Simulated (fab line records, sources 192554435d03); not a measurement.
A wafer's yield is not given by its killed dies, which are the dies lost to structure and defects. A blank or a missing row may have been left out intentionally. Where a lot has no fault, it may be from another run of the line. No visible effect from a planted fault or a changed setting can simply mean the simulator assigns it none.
What tool caused it? || flow n5-finfet || 8 lots, 22 wafers sampled, at 4 steps of a route of 1938

## WHAT EACH GAUGE READ, for each wafer
N5_BEOL_M15_INSPECT_55: inspects for defects (darkfield). Usual: raw-defect-count at 73, with a standard deviation of 24.
{"lot": "L657", "measured": "day 12 07:22", "on": "defect-inspect-02", "raw-defect-count": "45 41 55", "flag": ""}
{"lot": "L659", "measured": "day 12 20:09", "on": "defect-inspect-02", "raw-defect-count": "47 77 81", "flag": ""}
{"lot": "L660", "measured": "day 13 00:16", "on": "defect-inspect-02", "raw-defect-count": "77 63 47", "flag": ""}
{"lot": "L661", "measured": "day 13 04:26", "on": "defect-inspect-01", "raw-defect-count": "77 56 78", "flag": ""}
{"lot": "L666", "measured": "day 14 05:47", "on": "defect-inspect-02", "raw-defect-count": 62, "flag": ""}
{"lot": "L677", "measured": "day 16 20:53", "on": "defect-inspect-02", "raw-defect-count": "95 95 83", "flag": ""}
{"lot": "L676", "measured": "day 17 01:13", "on": "defect-inspect-02", "raw-defect-count": "113 45 100", "flag": ""}
{"lot": "L680", "measured": "day 18 08:20", "on": "defect-inspect-02", "raw-defect-count": "66 62 74", "flag": ""}

N5_BEOL_M15_RC_MEAS_101. Usual: COMB_M10 1.5e-11 S/m, standard deviation 3.9e-12; COMB_M11 1.4e-11 S/m, standard deviation 3.3e-12; COMB_M11_max_site 2.1e-11 S/m, standard deviation 6e-12; COMB_M12 5.9e-12 S/m, standard deviation 1.4e-12; COMB_M13 4.6e-12 S/m, standard deviation 1.1e-12; COMB_M14 3.4e-12 S/m, standard deviation 8.9e-13; COMB_M15 2.1e-12 S/m, standard deviation 7.4e-13; COMB_M5 3.6e-11 S/m, standard deviation 6.7e-12; COMB_M6 2.5e-11 S/m, standard deviation 5.9e-12; COMB_M7 2.5e-11 S/m, standard deviation 4.5e-12; COMB_M8 2.5e-11 S/m, standard deviation 4.7e-12; COMB_M9 1.4e-11 S/m, standard deviation 3.3e-12; SERP_M10 3.04 ohm/um, standard deviation 0.084; SERP_M10_max_site 3.13 ohm/um, standard deviation 0.09; SERP_M11 3.07 ohm/um, standard deviation 0.085; SERP_M12 0.633 ohm/um, standard deviation 0.016; SERP_M13 0.309 ohm/um, standard deviation 0.0058; SERP_M14 0.159 ohm/um, standard deviation 0.0042; SERP_M5 39.2 ohm/um, standard deviation 2; SERP_M6 13.7 ohm/um, standard deviation 0.54; SERP_M7 13.9 ohm/um, standard deviation 0.51; SERP_M7_max_site 14.5 ohm/um, standard deviation 0.59; SERP_M8 13.5 ohm/um, standard deviation 0.49; SERP_M8_max_site 14.0 ohm/um, standard deviation 0.52; SERP_M9 3.09 ohm/um, standard deviation 0.087.
{"lot": "L657", "measured": "day 12 07:33", "on": "prober-01", "COMB_M10 (S/m)": "1.4e-11 1.5e-11 2e-11", "COMB_M11 (S/m)": "1.1e-11 6e-12 1.1e-11", "COMB_M11_max_site (S/m)": "1.4e-11 1.1e-11 1.3e-11", "COMB_M12 (S/m)": "7.5e-12 4.3e-12 6.3e-12", "COMB_M13 (S/m)": "4.4e-12 3.1e-12 4e-12", "COMB_M14 (S/m)": "3.3e-12 2e-12 2.2e-12", "COMB_M15 (S/m)": "1.6e-12 7e-13 1.4e-12", "COMB_M5 (S/m)": "3.3e-11 3.3e-11 3.6e-11", "COMB_M6 (S/m)": "2e-11 2.5e-11 2.3e-11", "COMB_M7 (S/m)": "2e-11 2.1e-11 2.4e-11", "COMB_M8 (S/m)": "3.3e-11 2.9e-11 2.2e-11", "COMB_M9 (S/m)": "2.4e-11 1.5e-11 1.6e-11", "SERP_M10 (ohm/um)": "3.12 2.99 3.08", "SERP_M10_max_site (ohm/um)": "3.23 3.03 3.15", "SERP_M11 (ohm/um)": "3.06 3.10 3.18", "SERP_M12 (ohm/um)": "0.621 0.630 0.663", "SERP_M13 (ohm/um)": "0.316 0.317 0.316", "SERP_M14 (ohm/um)": "0.159 0.155 0.161", "SERP_M5 (ohm/um)": "39.5 40.8 40.8", "SERP_M6 (ohm/um)": "14.7 13.3 14.1", "SERP_M7 (ohm/um)": "13.8 14.3 13.6", "SERP_M7_max_site (ohm/um)": "13.9 14.4 14.2", "SERP_M8 (ohm/um)": "14.4 13.5 13.3", "SERP_M8_max_site (ohm/um)": "15.0 14.2 13.9", "SERP_M9 (ohm/um)": "3.18 3.10 3.06", "flag": ""}
{"lot": "L659", "measured": "day 12 20:20", "on": "prober-01", "COMB_M10 (S/m)": "1e-11 1.2e-11 1.4e-11", "COMB_M11 (S/m)": "8e-12 1.4e-11 1e-11", "COMB_M11_max_site (S/m)": "1.3e-11 1.7e-11 1.3e-11", "COMB_M12 (S/m)": "5.7e-12 6.3e-12 5.9e-12", "COMB_M13 (S/m)": "2.9e-12 4.4e-12 3.5e-12", "COMB_M14 (S/m)": "2.3e-12 3.1e-12 6e-12", "COMB_M15 (S/m)": "1.2e-12 1.3e-12 1.3e-12", "COMB_M5 (S/m)": "4.2e-11 3.6e-11 3.1e-11", "COMB_M6 (S/m)": "2.2e-11 2.1e-11 2.3e-11", "COMB_M7 (S/m)": "2.5e-11 2.7e-11 2.7e-11", "COMB_M8 (S/m)": "2.1e-11 2.6e-11 2.5e-11", "COMB_M9 (S/m)": "1e-11 1.1e-11 1.7e-11", "SERP_M10 (ohm/um)": "3.17 3.08 3.17", "SERP_M10_max_site (ohm/um)": "3.29 3.11 3.31", "SERP_M11 (ohm/um)": "3.04 3.14 3.12", "SERP_M12 (ohm/um)": "0.642 0.618 0.631", "SERP_M13 (ohm/um)": "0.304 0.300 0.303", "SERP_M14 (ohm/um)": "0.158 0.158 0.166", "SERP_M5 (ohm/um)": "42.1 41.7 41.5", "SERP_M6 (ohm/um)": "13.9 13.9 14.4", "SERP_M7 (ohm/um)": "13.6 14.5 13.9", "SERP_M7_max_site (ohm/um)": "14.0 14.7 14.6", "SERP_M8 (ohm/um)": "13.8 13.1 14.1", "SERP_M8_max_site (ohm/um)": "14.4 14.6 14.5", "SERP_M9 (ohm/um)": "3.07 3.07 3.13", "flag": ""}
{"lot": "L660", "measured": "day 13 00:35", "on": "prober-02", "COMB_M10 (S/m)": "1.8e-11 1.8e-11 1.8e-11", "COMB_M11 (S/m)": "1.1e-11 1.7e-11 1.3e-11", "COMB_M11_max_site (S/m)": "1.6e-11 2.8e-11 1.9e-11", "COMB_M12 (S/m)": "7.5e-12 6.7e-12 6.8e-12", "COMB_M13 (S/m)": "5.7e-12 5.6e-12 5.9e-12", "COMB_M14 (S/m)": "3.8e-12 2.8e-12 3.8e-12", "COMB_M15 (S/m)": "3e-12 2.9e-12 2.3e-12", "COMB_M5 (S/m)": "3.9e-11 3.8e-11 4e-11", "COMB_M6 (S/m)": "1.8e-11 1.7e-11 1.6e-11", "COMB_M7 (S/m)": "2.2e-11 1.7e-11 2.4e-11", "COMB_M8 (S/m)": "2.2e-11 2.6e-11 2.2e-11", "COMB_M9 (S/m)": "1.3e-11 1.1e-11 1.3e-11", "SERP_M10 (ohm/um)": "3.14 3.01 3.06", "SERP_M10_max_site (ohm/um)": "3.28 3.15 3.11", "SERP_M11 (ohm/um)": "2.93 3.06 2.91", "SERP_M12 (ohm/um)": "0.629 0.649 0.633", "SERP_M13 (ohm/um)": "0.316 0.309 0.309", "SERP_M14 (ohm/um)": "0.160 0.156 0.160", "SERP_M5 (ohm/um)": "40.0 41.2 40.3", "SERP_M6 (ohm/um)": "13.3 14.1 13.4", "SERP_M7 (ohm/um)": "14.2 14.0 13.5", "SERP_M7_max_site (ohm/um)": "14.7 14.4 14.5", "SERP_M8 (ohm/um)": "13.7 12.9 13.6", "SERP_M8_max_site (ohm/um)": "14.3 13.5 14.2", "SERP_M9 (ohm/um)": "3.06 3.01 2.99", "flag": ""}
{"lot": "L661", "measured": "day 13 04:37", "on": "prober-02", "COMB_M10 (S/m)": "1.8e-11 2.6e-11 2.5e-11", "COMB_M11 (S/m)": "1.3e-11 1.5e-11 1.2e-11", "COMB_M11_max_site (S/m)": "1.6e-11 1.7e-11 2.1e-11", "COMB_M12 (S/m)": "7.7e-12 6.2e-12 4.5e-12", "COMB_M13 (S/m)": "6e-12 5e-12 5.1e-12", "COMB_M14 (S/m)": "7.4e-12 4.5e-12 5.3e-12", "COMB_M15 (S/m)": "1.9e-12 2.2e-12 2.4e-12", "COMB_M5 (S/m)": "3.5e-11 4.2e-11 4e-11", "COMB_M6 (S/m)": "3.3e-11 2.2e-11 2.8e-11", "COMB_M7 (S/m)": "2.4e-11 2.6e-11 2.9e-11", "COMB_M8 (S/m)": "2.5e-11 2.4e-11 2.2e-11", "COMB_M9 (S/m)": "1.6e-11 1.6e-11 1.2e-11", "SERP_M10 (ohm/um)": "3.04 2.97 2.88", "SERP_M10_max_site (ohm/um)": "3.20 3.17 3.12", "SERP_M11 (ohm/um)": "3.18 3.13 3.16", "SERP_M12 (ohm/um)": "0.603 0.609 0.628", "SERP_M13 (ohm/um)": "0.316 0.305 0.315", "SERP_M14 (ohm/um)": "0.159 0.156 0.153", "SERP_M5 (ohm/um)": "42.0 41.2 42.7", "SERP_M6 (ohm/um)": "13.7 13.8 13.2", "SERP_M7 (ohm/um)": "13.5 13.0 13.7", "SERP_M7_max_site (ohm/um)": "14.0 13.4 13.9", "SERP_M8 (ohm/um)": "14.4 13.4 13.1", "SERP_M8_max_site (ohm/um)": "14.8 13.8 13.6", "SERP_M9 (ohm/um)": "3.04 3.06 3.10", "flag": ""}
{"lot": "L666", "measured": "day 14 06:26", "on": "prober-01", "COMB_M10 (S/m)": 1e-11, "COMB_M11 (S/m)": 9e-12, "COMB_M11_max_site (S/m)": 1.4e-11, "COMB_M12 (S/m)": 4.5e-12, "COMB_M13 (S/m)": 3.6e-12, "COMB_M14 (S/m)": 2.9e-12, "COMB_M15 (S/m)": 2.6e-12, "COMB_M5 (S/m)": 3.4e-11, "COMB_M6 (S/m)": 2.6e-11, "COMB_M7 (S/m)": 2.2e-11, "COMB_M8 (S/m)": 2.7e-11, "COMB_M9 (S/m)": 1.2e-11, "SERP_M10 (ohm/um)": 3.11, "SERP_M10_max_site (ohm/um)": 3.32, "SERP_M11 (ohm/um)": 3.12, "SERP_M12 (ohm/um)": 0.648, "SERP_M13 (ohm/um)": 0.308, "SERP_M14 (ohm/um)": 0.153, "SERP_M5 (ohm/um)": 36.7, "SERP_M6 (ohm/um)": 13.7, "SERP_M7 (ohm/um)": 17.8, "SERP_M7_max_site (ohm/um)": 18.4, "SERP_M8 (ohm/um)": 13.9, "SERP_M8_max_site (ohm/um)": 14.3, "SERP_M9 (ohm/um)": 3.10, "flag": "OFF"}
{"lot": "L677", "measured": "day 16 20:55", "on": "prober-01", "COMB_M10 (S/m)": "1.8e-11 3.3e-11 1.9e-11", "COMB_M11 (S/m)": "1.5e-11 1.5e-11 1.4e-11", "COMB_M11_max_site (S/m)": "2.3e-11 2e-11 1.8e-11", "COMB_M12 (S/m)": "4.3e-12 7e-12 5.3e-12", "COMB_M13 (S/m)": "5.3e-12 7.7e-12 6e-12", "COMB_M14 (S/m)": "3.2e-12 2.7e-12 3.6e-12", "COMB_M15 (S/m)": "9e-13 2.1e-12 1.8e-12", "COMB_M5 (S/m)": "5e-11 3.7e-11 3.3e-11", "COMB_M6 (S/m)": "2.3e-11 2.1e-11 3.2e-11", "COMB_M7 (S/m)": "2.5e-11 2.8e-11 2.2e-11", "COMB_M8 (S/m)": "2.7e-11 1.8e-11 1.8e-11", "COMB_M9 (S/m)": "1.1e-11 1e-11 1.6e-11", "SERP_M10 (ohm/um)": "3.18 2.98 3.14", "SERP_M10_max_site (ohm/um)": "3.21 3.10 3.20", "SERP_M11 (ohm/um)": "3.02 3.16 3.03", "SERP_M12 (ohm/um)": "0.617 0.617 0.607", "SERP_M13 (ohm/um)": "0.314 0.316 0.307", "SERP_M14 (ohm/um)": "0.164 0.162 0.160", "SERP_M5 (ohm/um)": "39.1 40.8 37.1", "SERP_M6 (ohm/um)": "14.5 14.0 13.6", "SERP_M7 (ohm/um)": "14.7 13.7 13.7", "SERP_M7_max_site (ohm/um)": "15.3 14.4 14.5", "SERP_M8 (ohm/um)": "12.7 12.9 13.3", "SERP_M8_max_site (ohm/um)": "13.4 13.0 13.9", "SERP_M9 (ohm/um)": "2.99 3.22 2.98", "flag": ""}
{"lot": "L676", "measured": "day 17 01:14", "on": "prober-02", "COMB_M10 (S/m)": "1.7e-11 1.8e-11 2e-11", "COMB_M11 (S/m)": "2e-11 1.7e-11 1.6e-11", "COMB_M11_max_site (S/m)": "2.8e-11 2.2e-11 2e-11", "COMB_M12 (S/m)": "7.4e-12 5.7e-12 5e-12", "COMB_M13 (S/m)": "4.9e-12 5e-12 5.4e-12", "COMB_M14 (S/m)": "2.7e-12 3.1e-12 3.8e-12", "COMB_M15 (S/m)": "2.4e-12 2.7e-12 3.3e-12", "COMB_M5 (S/m)": "3.7e-11 2.4e-11 3.4e-11", "COMB_M6 (S/m)": "2.5e-11 2.8e-11 3.5e-11", "COMB_M7 (S/m)": "2.8e-11 2.2e-11 2e-11", "COMB_M8 (S/m)": "2.4e-11 3.2e-11 2.6e-11", "COMB_M9 (S/m)": "2.1e-11 1.8e-11 1.8e-11", "SERP_M10 (ohm/um)": "3.12 3.04 3.02", "SERP_M10_max_site (ohm/um)": "3.23 3.11 3.13", "SERP_M11 (ohm/um)": "3.08 2.98 2.90", "SERP_M12 (ohm/um)": "0.630 0.644 0.634", "SERP_M13 (ohm/um)": "0.309 0.311 0.305", "SERP_M14 (ohm/um)": "0.151 0.153 0.153", "SERP_M5 (ohm/um)": "39.6 42.3 40.0", "SERP_M6 (ohm/um)": "13.5 13.1 12.8", "SERP_M7 (ohm/um)": "12.7 13.6 14.5", "SERP_M7_max_site (ohm/um)": "13.3 14.1 15.1", "SERP_M8 (ohm/um)": "14.3 13.8 13.6", "SERP_M8_max_site (ohm/um)": "15.0 14.0 14.1", "SERP_M9 (ohm/um)": "2.97 3.15 2.96", "flag": ""}
{"lot": "L680", "measured": "day 18 08:22", "on": "prober-01", "COMB_M10 (S/m)": "1.2e-11 1e-11 1e-11", "COMB_M11 (S/m)": "1.2e-11 1.6e-11 1.1e-11", "COMB_M11_max_site (S/m)": "2.5e-11 2.1e-11 1.7e-11", "COMB_M12 (S/m)": "4.3e-12 5.3e-12 4.6e-12", "COMB_M13 (S/m)": "5.3e-12 4.9e-12 5.7e-12", "COMB_M14 (S/m)": "2.6e-12 3.8e-12 3e-12", "COMB_M15 (S/m)": "1.3e-12 1.1e-12 2.1e-12", "COMB_M5 (S/m)": "4.3e-11 5.1e-11 4.1e-11", "COMB_M6 (S/m)": "2.7e-11 2.6e-11 3.9e-11", "COMB_M7 (S/m)": "2.1e-11 2.8e-11 2.2e-11", "COMB_M8 (S/m)": "1.8e-11 2.3e-11 1.9e-11", "COMB_M9 (S/m)": "9e-12 7e-12 9e-12", "SERP_M10 (ohm/um)": "3.04 2.98 2.98", "SERP_M10_max_site (ohm/um)": "3.09 3.03 3.07", "SERP_M11 (ohm/um)": "3.06 3.02 3.07", "SERP_M12 (ohm/um)": "0.646 0.621 0.623", "SERP_M13 (ohm/um)": "0.306 0.298 0.296", "SERP_M14 (ohm/um)": "0.160 0.159 0.160", "SERP_M5 (ohm/um)": "38.1 36.5 36.3", "SERP_M6 (ohm/um)": "14.0 14.1 13.5", "SERP_M7 (ohm/um)": "14.7 13.2 14.1", "SERP_M7_max_site (ohm/um)": "15.3 13.6 15.3", "SERP_M8 (ohm/um)": "14.1 13.1 13.4", "SERP_M8_max_site (ohm/um)": "14.3 13.6 13.9", "SERP_M9 (ohm/um)": "3.15 2.99 2.96", "flag": ""}

## TOOL THAT RAN EACH LOT (tool first, then ch and the chambers of the sampled wafers, then the start)
{"lot": "L657", "N5_BEOL_M11_PECVD_70": "pecvd-03 ch 1,2, day 10 20:38", "N5_BEOL_M15_CMP_49": "cmp-04 ch 0,2,3, day 12 06:59"}
{"lot": "L659", "N5_BEOL_M11_PECVD_70": "pecvd-03 ch 0,1,2, day 11 04:35", "N5_BEOL_M15_CMP_49": "cmp-02 ch 0,1,2, day 12 19:47"}
{"lot": "L660", "N5_BEOL_M11_PECVD_70": "pecvd-03 ch 0,1,2, day 11 11:43", "N5_BEOL_M15_CMP_49": "cmp-03 ch 0,2,3, day 12 23:53"}
{"lot": "L661", "N5_BEOL_M11_PECVD_70": "pecvd-03 ch 0,1,2, day 11 21:05", "N5_BEOL_M15_CMP_49": "cmp-02 ch 0,2,3, day 13 04:02"}
{"lot": "L666", "N5_BEOL_M11_PECVD_70": "pecvd-03 ch 2, day 12 17:31", "N5_BEOL_M15_CMP_49": "cmp-03 ch 3, day 14 05:32"}
{"lot": "L677", "N5_BEOL_M11_PECVD_70": "pecvd-02 ch 0,1, day 15 06:37", "N5_BEOL_M15_CMP_49": "cmp-03 ch 1,2, day 16 20:24"}
{"lot": "L676", "N5_BEOL_M11_PECVD_70": "pecvd-04 ch 0,1, day 15 08:09", "N5_BEOL_M15_CMP_49": "cmp-04 ch 1,3, day 17 00:46"}
{"lot": "L680", "N5_BEOL_M11_PECVD_70": "pecvd-04 ch 0,1, day 16 17:58", "N5_BEOL_M15_CMP_49": "cmp-03 ch 2,3, day 18 07:55"}
- N5_BEOL_M11_PECVD_70: deposits SiO2 from TEOS/O2, target thk 20 nm, time 22.7 s.
- N5_BEOL_M15_CMP_49: polishes, stops on SiO2, t overpolish 4.9 s, target thk 850 nm.

## WHAT THE TOOLS THEMSELVES READ (means of the sampled wafers that have a number; where no wafer has one, the mark that the record gives instead)
N5_BEOL_M11_PECVD_70. Usual: heater-power-w 667 W, standard deviation 80; showerhead-plenum-p-Torr 8.80 Torr, standard deviation 0.063; throttle-valve-pct 22.3 %, standard deviation 1.3.
{"lot": "L657", "tool": "pecvd-03", "heater-power-w (W)": 598, "showerhead-plenum-p-Torr (Torr)": 8.76, "throttle-valve-pct (%)": 21.5, "flag": ""}
{"lot": "L659", "tool": "pecvd-03", "heater-power-w (W)": 683, "showerhead-plenum-p-Torr (Torr)": 8.83, "throttle-valve-pct (%)": 22.5, "flag": ""}
{"lot": "L660", "tool": "pecvd-03", "heater-power-w (W)": 611, "showerhead-plenum-p-Torr (Torr)": 8.83, "throttle-valve-pct (%)": 22.5, "flag": ""}
{"lot": "L661", "tool": "pecvd-03", "heater-power-w (W)": 659, "showerhead-plenum-p-Torr (Torr)": 8.82, "throttle-valve-pct (%)": 22.5, "flag": ""}
{"lot": "L666", "tool": "pecvd-03", "heater-power-w (W)": 641, "showerhead-plenum-p-Torr (Torr)": 8.72, "throttle-valve-pct (%)": 21.7, "flag": ""}
{"lot": "L677", "tool": "pecvd-02", "heater-power-w (W)": 648, "showerhead-plenum-p-Torr (Torr)": 8.79, "throttle-valve-pct (%)": 23.0, "flag": ""}
{"lot": "L676", "tool": "pecvd-04", "heater-power-w (W)": 736, "showerhead-plenum-p-Torr (Torr)": 8.79, "throttle-valve-pct (%)": 22.0, "flag": ""}
{"lot": "L680", "tool": "pecvd-04", "heater-power-w (W)": 737, "showerhead-plenum-p-Torr (Torr)": 8.80, "throttle-valve-pct (%)": 22.7, "flag": ""}

N5_BEOL_M15_CMP_49. Usual: barrier-field-endpoint-s 11.41 s, standard deviation 0.28; motor-current-A 8.6 A, standard deviation 0.71; overpolish-run-s 4.900 s, standard deviation 0.0091; platen-rpm 80.00 rpm, standard deviation 0.061; slurry-filter-dp-kPa 13.51 kPa, standard deviation 0.14.
{"lot": "L657", "tool": "cmp-04", "barrier-field-endpoint-s (s)": 11.23, "motor-current-A (A)": 8.7, "overpolish-run-s (s)": 4.894, "platen-rpm (rpm)": 79.99, "slurry-filter-dp-kPa (kPa)": 13.43, "flag": ""}
{"lot": "L659", "tool": "cmp-02", "barrier-field-endpoint-s (s)": 11.10, "motor-current-A (A)": 8.1, "overpolish-run-s (s)": 4.901, "platen-rpm (rpm)": 79.99, "slurry-filter-dp-kPa (kPa)": 13.48, "flag": ""}
{"lot": "L660", "tool": "cmp-03", "barrier-field-endpoint-s (s)": 11.71, "motor-current-A (A)": 8.6, "overpolish-run-s (s)": 4.900, "platen-rpm (rpm)": 80.07, "slurry-filter-dp-kPa (kPa)": 13.61, "flag": ""}
{"lot": "L661", "tool": "cmp-02", "barrier-field-endpoint-s (s)": 11.13, "motor-current-A (A)": 8.2, "overpolish-run-s (s)": 4.907, "platen-rpm (rpm)": 80.06, "slurry-filter-dp-kPa (kPa)": 13.42, "flag": ""}
{"lot": "L666", "tool": "cmp-03", "barrier-field-endpoint-s (s)": 11.15, "motor-current-A (A)": 9.5, "overpolish-run-s (s)": 4.888, "platen-rpm (rpm)": 80.07, "slurry-filter-dp-kPa (kPa)": 13.64, "flag": ""}
{"lot": "L677", "tool": "cmp-03", "barrier-field-endpoint-s (s)": 11.15, "motor-current-A (A)": 8.4, "overpolish-run-s (s)": 4.892, "platen-rpm (rpm)": 79.93, "slurry-filter-dp-kPa (kPa)": 13.66, "flag": ""}
{"lot": "L676", "tool": "cmp-04", "barrier-field-endpoint-s (s)": 11.30, "motor-current-A (A)": 8.4, "overpolish-run-s (s)": 4.905, "platen-rpm (rpm)": 79.98, "slurry-filter-dp-kPa (kPa)": 13.41, "flag": ""}
{"lot": "L680", "tool": "cmp-03", "barrier-field-endpoint-s (s)": 11.36, "motor-current-A (A)": 8.5, "overpolish-run-s (s)": 4.899, "platen-rpm (rpm)": 80.01, "slurry-filter-dp-kPa (kPa)": 13.42, "flag": ""}

## THE ANSWER, worked out from the rows above alone
Rule: lot off if the mean of its wafers having a number is beyond 3 standard deviations from the usual mean. A lot without any number at a reading at which 4 lots or more have one is off too. The other lots that the step has rows for count as sound. First the gauges in route order, then the tools' own readings, where a lot's mean is used as printed above. At the first step where some lot is off, the reading lying furthest off is the one used; lots without a number count as furthest.
Off: L666, seen at N5_BEOL_M15_RC_MEAS_101 (SERP_M7).
If a tool, at a process step before that reading, ran all the lots that are off and no sound lot after the first of them, it fits. Gauges at N5_BEOL_M15_RC_MEAS_101: tried the same way as those tools. One candidate fits, namely pecvd-03 at N5_BEOL_M11_PECVD_70. Its last sound lot is L661 (day 11 21:05), its first lot that is off L666 (day 12 17:31): a fault that began between those two fits.

## WHAT THE SIMULATOR HAD PUT IN
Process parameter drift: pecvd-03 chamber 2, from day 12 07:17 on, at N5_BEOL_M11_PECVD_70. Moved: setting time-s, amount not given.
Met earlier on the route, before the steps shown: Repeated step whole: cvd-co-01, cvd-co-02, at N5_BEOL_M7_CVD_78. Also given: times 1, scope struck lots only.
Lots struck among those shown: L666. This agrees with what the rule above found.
